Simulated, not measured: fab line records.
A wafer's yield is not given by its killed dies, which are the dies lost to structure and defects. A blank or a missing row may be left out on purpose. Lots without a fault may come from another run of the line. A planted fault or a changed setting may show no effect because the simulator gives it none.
A sampling plan put to the test | flow n5-finfet | one line in one fab, 46 faults in these records, each fault weighed on the records of the lots it struck
Plan = the line's own looks (route steps where a gauge or an inspection reads the wafer without altering it). A look is open to judgement when struck wafers have a number at it and the file gives its usual mean and standard deviation on fault-free wafers. Caught: 4 or more of those standard deviations (sigma) separate the usual mean from the mean of the struck wafers at a look after the fault's first step. On the tool: here the same test is run on the tool's own readings at the fault's steps. A different recipe on the struck wafers counts as caught too, as does a record blank only for those wafers.

== THE FAULTS, as the simulator had put them in ==
1. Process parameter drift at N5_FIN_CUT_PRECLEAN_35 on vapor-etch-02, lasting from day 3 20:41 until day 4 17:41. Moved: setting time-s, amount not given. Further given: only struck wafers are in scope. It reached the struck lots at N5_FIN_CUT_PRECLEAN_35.
2. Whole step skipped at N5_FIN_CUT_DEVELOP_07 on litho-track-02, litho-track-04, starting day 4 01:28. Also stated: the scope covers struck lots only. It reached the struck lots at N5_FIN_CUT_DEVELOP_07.
3. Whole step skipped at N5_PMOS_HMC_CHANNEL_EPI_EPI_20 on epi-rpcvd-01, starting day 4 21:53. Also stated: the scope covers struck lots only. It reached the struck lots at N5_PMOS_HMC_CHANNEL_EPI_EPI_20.
4. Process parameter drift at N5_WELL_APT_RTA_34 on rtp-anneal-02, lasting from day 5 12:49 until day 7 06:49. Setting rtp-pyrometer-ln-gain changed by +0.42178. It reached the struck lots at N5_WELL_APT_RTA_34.
5. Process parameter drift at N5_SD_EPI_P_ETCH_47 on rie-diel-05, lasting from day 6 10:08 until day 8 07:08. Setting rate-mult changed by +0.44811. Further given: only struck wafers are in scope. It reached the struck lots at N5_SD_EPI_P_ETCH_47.
6. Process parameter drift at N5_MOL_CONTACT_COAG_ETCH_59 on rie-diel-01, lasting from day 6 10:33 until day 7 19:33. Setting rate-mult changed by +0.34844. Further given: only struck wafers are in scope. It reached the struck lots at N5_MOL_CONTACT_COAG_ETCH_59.
7. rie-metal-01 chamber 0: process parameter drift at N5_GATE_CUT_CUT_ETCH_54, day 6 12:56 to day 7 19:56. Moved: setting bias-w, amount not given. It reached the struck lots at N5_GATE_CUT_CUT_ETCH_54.
8. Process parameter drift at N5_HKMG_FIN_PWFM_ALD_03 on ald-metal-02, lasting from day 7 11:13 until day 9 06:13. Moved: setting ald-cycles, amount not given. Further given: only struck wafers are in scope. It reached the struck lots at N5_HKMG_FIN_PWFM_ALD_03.
9. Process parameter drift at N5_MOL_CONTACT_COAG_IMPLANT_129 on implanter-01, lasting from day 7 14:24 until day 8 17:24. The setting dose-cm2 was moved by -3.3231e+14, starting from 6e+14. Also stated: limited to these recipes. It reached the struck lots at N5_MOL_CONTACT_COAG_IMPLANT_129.
10. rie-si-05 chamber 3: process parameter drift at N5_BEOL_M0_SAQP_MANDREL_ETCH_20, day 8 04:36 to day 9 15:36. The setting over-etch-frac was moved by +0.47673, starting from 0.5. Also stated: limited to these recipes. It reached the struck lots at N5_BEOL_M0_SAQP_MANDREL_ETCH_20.
11. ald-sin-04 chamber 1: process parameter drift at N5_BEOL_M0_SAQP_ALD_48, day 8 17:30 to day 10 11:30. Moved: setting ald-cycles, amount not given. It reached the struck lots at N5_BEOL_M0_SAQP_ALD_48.
12. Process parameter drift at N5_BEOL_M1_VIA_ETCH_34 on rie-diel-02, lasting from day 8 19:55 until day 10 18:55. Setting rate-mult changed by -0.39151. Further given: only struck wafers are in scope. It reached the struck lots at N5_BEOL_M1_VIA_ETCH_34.
13. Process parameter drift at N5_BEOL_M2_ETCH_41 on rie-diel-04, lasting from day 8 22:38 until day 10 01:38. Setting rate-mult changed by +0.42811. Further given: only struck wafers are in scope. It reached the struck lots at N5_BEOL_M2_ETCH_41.
14. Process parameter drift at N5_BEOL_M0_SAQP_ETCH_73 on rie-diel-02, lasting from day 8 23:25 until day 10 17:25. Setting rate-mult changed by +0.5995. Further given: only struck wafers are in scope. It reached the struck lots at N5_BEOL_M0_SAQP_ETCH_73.
15. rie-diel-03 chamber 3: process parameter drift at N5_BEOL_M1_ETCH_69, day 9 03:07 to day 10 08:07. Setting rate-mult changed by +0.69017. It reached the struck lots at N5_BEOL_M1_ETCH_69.
16. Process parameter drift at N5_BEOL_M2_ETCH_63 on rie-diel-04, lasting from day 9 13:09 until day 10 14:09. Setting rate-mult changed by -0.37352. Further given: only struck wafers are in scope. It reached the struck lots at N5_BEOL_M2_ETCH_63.
17. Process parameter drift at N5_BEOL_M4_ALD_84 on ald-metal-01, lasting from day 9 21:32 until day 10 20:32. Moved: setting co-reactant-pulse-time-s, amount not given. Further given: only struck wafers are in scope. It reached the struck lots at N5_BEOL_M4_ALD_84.
18. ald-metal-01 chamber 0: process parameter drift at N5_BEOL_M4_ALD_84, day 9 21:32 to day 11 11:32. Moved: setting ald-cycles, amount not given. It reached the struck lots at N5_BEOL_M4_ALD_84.
19. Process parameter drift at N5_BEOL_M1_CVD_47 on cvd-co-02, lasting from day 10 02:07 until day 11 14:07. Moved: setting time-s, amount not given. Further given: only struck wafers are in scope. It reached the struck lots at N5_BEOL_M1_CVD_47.
20. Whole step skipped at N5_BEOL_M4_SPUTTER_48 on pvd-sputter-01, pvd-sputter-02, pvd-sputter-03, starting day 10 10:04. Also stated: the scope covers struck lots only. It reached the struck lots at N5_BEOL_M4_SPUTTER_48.
21. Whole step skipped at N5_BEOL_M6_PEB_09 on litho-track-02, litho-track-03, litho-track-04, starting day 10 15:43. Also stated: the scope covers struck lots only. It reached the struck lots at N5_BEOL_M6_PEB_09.
22. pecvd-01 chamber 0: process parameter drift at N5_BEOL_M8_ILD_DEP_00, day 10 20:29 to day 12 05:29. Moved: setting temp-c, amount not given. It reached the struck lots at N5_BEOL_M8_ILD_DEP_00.
23. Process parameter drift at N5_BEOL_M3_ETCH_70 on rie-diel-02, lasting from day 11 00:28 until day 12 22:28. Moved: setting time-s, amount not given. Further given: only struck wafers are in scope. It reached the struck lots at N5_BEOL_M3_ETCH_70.
24. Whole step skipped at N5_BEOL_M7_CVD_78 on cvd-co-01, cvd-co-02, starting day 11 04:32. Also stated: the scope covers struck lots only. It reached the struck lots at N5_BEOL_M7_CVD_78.
25. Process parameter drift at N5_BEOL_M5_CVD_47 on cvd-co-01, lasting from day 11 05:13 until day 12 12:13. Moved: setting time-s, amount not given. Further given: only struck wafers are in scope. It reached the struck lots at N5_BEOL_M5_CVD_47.
26. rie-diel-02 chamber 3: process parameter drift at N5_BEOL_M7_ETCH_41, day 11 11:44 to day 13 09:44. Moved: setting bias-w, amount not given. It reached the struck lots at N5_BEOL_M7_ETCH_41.
27. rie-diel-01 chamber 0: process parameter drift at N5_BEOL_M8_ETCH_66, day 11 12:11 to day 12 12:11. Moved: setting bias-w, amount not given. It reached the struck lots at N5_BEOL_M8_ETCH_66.
28. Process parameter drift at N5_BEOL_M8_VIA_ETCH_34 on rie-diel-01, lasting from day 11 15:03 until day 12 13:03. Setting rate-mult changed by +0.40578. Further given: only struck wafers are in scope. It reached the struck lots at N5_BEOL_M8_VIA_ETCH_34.
29. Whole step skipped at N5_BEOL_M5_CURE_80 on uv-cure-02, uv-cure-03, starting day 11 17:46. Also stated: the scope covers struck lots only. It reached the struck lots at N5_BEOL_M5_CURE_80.
30. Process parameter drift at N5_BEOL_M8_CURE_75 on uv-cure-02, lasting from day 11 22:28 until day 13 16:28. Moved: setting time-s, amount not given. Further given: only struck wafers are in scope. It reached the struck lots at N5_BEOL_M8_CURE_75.
31. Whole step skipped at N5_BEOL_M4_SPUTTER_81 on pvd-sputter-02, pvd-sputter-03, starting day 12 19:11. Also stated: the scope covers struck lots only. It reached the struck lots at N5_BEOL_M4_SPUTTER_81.
32. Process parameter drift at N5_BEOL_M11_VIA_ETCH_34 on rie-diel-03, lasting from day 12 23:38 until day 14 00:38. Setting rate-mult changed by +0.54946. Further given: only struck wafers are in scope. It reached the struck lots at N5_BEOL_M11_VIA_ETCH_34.
33. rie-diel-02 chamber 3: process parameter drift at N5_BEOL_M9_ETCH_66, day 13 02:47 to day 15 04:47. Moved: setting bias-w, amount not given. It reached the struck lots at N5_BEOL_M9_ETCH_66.
34. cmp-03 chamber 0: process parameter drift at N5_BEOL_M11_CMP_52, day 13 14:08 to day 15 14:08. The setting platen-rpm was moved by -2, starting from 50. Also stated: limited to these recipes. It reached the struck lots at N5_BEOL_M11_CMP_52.
35. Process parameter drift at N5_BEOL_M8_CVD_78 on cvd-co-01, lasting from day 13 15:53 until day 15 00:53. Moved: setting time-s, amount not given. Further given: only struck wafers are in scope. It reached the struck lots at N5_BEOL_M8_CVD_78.
36. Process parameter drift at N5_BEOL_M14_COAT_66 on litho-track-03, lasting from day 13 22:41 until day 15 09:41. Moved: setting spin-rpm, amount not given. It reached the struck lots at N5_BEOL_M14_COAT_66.
37. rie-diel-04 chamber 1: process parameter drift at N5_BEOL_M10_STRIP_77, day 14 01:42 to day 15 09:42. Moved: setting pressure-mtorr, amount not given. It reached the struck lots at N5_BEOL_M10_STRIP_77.
38. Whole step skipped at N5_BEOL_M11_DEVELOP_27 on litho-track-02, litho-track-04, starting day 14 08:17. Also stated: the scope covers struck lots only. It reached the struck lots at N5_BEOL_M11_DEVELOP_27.
39. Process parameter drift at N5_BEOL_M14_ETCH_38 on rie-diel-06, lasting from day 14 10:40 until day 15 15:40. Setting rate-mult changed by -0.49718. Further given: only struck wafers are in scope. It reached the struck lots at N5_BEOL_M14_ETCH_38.
40. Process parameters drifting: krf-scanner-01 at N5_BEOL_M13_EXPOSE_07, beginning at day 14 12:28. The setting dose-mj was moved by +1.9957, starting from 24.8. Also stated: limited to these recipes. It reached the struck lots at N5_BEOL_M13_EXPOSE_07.
41. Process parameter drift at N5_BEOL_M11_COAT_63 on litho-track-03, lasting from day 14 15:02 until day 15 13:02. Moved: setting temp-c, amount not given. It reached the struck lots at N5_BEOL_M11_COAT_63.
42. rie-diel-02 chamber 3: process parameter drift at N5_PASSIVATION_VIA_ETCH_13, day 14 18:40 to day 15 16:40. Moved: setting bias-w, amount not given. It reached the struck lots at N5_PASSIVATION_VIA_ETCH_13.
43. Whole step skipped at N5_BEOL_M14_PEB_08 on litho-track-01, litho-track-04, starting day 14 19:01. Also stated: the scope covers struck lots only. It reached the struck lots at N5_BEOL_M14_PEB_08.
44. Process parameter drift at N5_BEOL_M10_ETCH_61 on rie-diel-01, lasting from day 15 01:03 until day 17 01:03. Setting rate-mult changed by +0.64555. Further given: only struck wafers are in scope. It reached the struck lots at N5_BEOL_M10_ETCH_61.
45. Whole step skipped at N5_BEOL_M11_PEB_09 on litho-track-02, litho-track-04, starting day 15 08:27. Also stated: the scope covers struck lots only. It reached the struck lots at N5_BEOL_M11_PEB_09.
46. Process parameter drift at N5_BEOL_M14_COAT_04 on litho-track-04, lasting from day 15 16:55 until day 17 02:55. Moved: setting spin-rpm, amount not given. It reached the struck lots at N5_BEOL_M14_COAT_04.

== WHAT THE PLAN SAW ==
fault | on the tool itself                               | first look that catches it                      | reading, sigma                                        | median hours from its first step to that look | hours from the fault's start to the first struck lot there | judged looks passed uncaught
1     | under 2 sigma                                    | not the one look that can be judged after it    | -                                                     | -                                             | -                                                          | 1
2     | the tool's record is blank for the struck wafers | no look after it can be judged                  | -                                                     | -                                             | -                                                          | 0
3     | the tool's record is blank for the struck wafers | no look after it can be judged                  | -                                                     | -                                             | -                                                          | 0
4     | lamp_zone_3_pct -50 sigma                        | N5_BEOL_M4_RC_MEAS_101                          | IOFF_N_LONG +5.1                                      | 149.7                                         | 154                                                        | 0
5     | only faintly: oes-product-au +3.8 sigma          | not the one look that can be judged after it    | -                                                     | -                                             | -                                                          | 1
6     | etch-rf-on-time-s -6.4 sigma                     | not the one look that can be judged after it    | -                                                     | -                                             | -                                                          | 1
7     | bias-w +33 sigma                                 | not the one look that can be judged after it    | -                                                     | -                                             | -                                                          | 1
8     | under 2 sigma                                    | not the one look that can be judged after it    | -                                                     | -                                             | -                                                          | 1
9     | dose-ions-cm2 -99 or beyond sigma                | not the one look that can be judged after it    | -                                                     | -                                             | -                                                          | 1
10    | oes-product-au -8.4 sigma                        | none of the 2 looks that can be judged after it | -                                                     | -                                             | -                                                          | 2
11    | only faintly: heater-power-w +2.0 sigma          | none of the 2 looks that can be judged after it | -                                                     | -                                             | -                                                          | 2
12    | only faintly: oes-product-au -3.6 sigma          | not the one look that can be judged after it    | strongest: ION_N at N5_BEOL_M4_RC_MEAS_101, -2.4      | -                                             | -                                                          | 1
13    | only faintly: oes-product-au +2.9 sigma          | none of the 2 looks that can be judged after it | -                                                     | -                                             | -                                                          | 2
14    | etch-rf-on-time-s -16 sigma                      | not the one look that can be judged after it    | -                                                     | -                                             | -                                                          | 1
15    | etch-rf-on-time-s -18 sigma                      | not the one look that can be judged after it    | -                                                     | -                                             | -                                                          | 1
16    | etch-rf-on-time-s +14 sigma                      | not the one look that can be judged after it    | -                                                     | -                                             | -                                                          | 1
17    | under 2 sigma                                    | not the one look that can be judged after it    | -                                                     | -                                             | -                                                          | 1
18    | under 2 sigma                                    | not the one look that can be judged after it    | -                                                     | -                                             | -                                                          | 1
19    | run-length-s -99 or beyond sigma                 | not the one look that can be judged after it    | -                                                     | -                                             | -                                                          | 1
20    | the tool's record is blank for the struck wafers | not the one look that can be judged after it    | -                                                     | -                                             | -                                                          | 1
21    | the tool's record is blank for the struck wafers | no look after it can be judged                  | -                                                     | -                                             | -                                                          | 0
22    | susceptor-temp-C +93 sigma                       | not the one look that can be judged after it    | strongest: M8_ILD_THK at N5_BEOL_M8_THK_MEAS_01, -3.5 | -                                             | -                                                          | 1
23    | run-length-s +14 sigma                           | not the one look that can be judged after it    | -                                                     | -                                             | -                                                          | 1
24    | the tool's record is blank for the struck wafers | no look after it can be judged                  | -                                                     | -                                             | -                                                          | 0
25    | run-length-s -8.1 sigma                          | no look after it can be judged                  | -                                                     | -                                             | -                                                          | 0
26    | bias-w +90 sigma                                 | no look after it can be judged                  | -                                                     | -                                             | -                                                          | 0
27    | bias-w +12 sigma                                 | no look after it can be judged                  | -                                                     | -                                             | -                                                          | 0
28    | only faintly: oes-product-au +3.2 sigma          | no look after it can be judged                  | -                                                     | -                                             | -                                                          | 0
29    | the tool's record is blank for the struck wafers | no look after it can be judged                  | -                                                     | -                                             | -                                                          | 0
30    | run-length-s +25 sigma                           | no look after it can be judged                  | -                                                     | -                                             | -                                                          | 0
31    | the tool's record is blank for the struck wafers | not the one look that can be judged after it    | -                                                     | -                                             | -                                                          | 1
32    | oes-product-au +4.1 sigma                        | not the one look that can be judged after it    | -                                                     | -                                             | -                                                          | 1
33    | bias-w -24 sigma                                 | no look after it can be judged                  | -                                                     | -                                             | -                                                          | 0
34    | platen-rpm -64 sigma                             | none of the 2 looks that can be judged after it | -                                                     | -                                             | -                                                          | 2
35    | run-length-s -99 or beyond sigma                 | not the one look that can be judged after it    | -                                                     | -                                             | -                                                          | 1
36    | spin-speed-rpm +99 or beyond sigma               | not the one look that can be judged after it    | -                                                     | -                                             | -                                                          | 1
37    | chamber-pressure-mTorr -99 or beyond sigma       | no look after it can be judged                  | -                                                     | -                                             | -                                                          | 0
38    | the tool's record is blank for the struck wafers | no look after it can be judged                  | -                                                     | -                                             | -                                                          | 0
39    | only faintly: oes-product-au -3.7 sigma          | no look after it can be judged                  | -                                                     | -                                             | -                                                          | 0
40    | exposure-dose-mJ-cm2 +48 sigma                   | no look after it can be judged                  | -                                                     | -                                             | -                                                          | 0
41    | plate-temp-C +47 sigma                           | no look after it can be judged                  | -                                                     | -                                             | -                                                          | 0
42    | bias-w +50 sigma                                 | not the one look that can be judged after it    | -                                                     | -                                             | -                                                          | 1
43    | the tool's record is blank for the struck wafers | no look after it can be judged                  | -                                                     | -                                             | -                                                          | 0
44    | etch-rf-on-time-s -9.8 sigma                     | no look after it can be judged                  | -                                                     | -                                             | -                                                          | 0
45    | the tool's record is blank for the struck wafers | no look after it can be judged                  | -                                                     | -                                             | -                                                          | 0
46    | spin-speed-rpm -99 or beyond sigma               | not the one look that can be judged after it    | -                                                     | -                                             | -                                                          | 1
A dash: the fault is not caught, or the number is missing from these records.

Caught at a look: 1 of 46. Caught on the tool: 36 of 46. By one or the other: 36 of 46.
Faults caught by the tool alone: 2, 3, 6, 7, 9, 10, 14, 15, 16, 19, 20, 21, 22, 23, 24, 25, 26, 27, 29, 30, 31, 32, 33, 34, 35, 36, 37, 38, 40, 41, 42, 43, 44, 45, 46.
Caught by neither: faults 1, 5, 8, 11, 12, 13, 17, 18, 28, 39.

== THINNER SAMPLING ==
In the worst case, this is how late the first struck lot would be measured if the look that catches a fault measured only every second or every third lot, by lot number:
fault | struck lots at that look, in order of time | every lot | every second lot | every third lot
4     | L426, L427                                 | 154 h     | 158 h            | may miss all 2
The hour figures run from when the fault began to the first measured lot among those it struck. Since the struck wafers were tested as one group against 4 sigma, a single lot by itself may lie under the limit. Other struck lots may not be in these records.

== THE LONGEST TIMED WAY FROM STEP TO LOOK ==
In fault 4, a median of 149.7 hours elapses between N5_WELL_APT_RTA_34 and N5_BEOL_M4_RC_MEAS_101. No look between them can be judged.
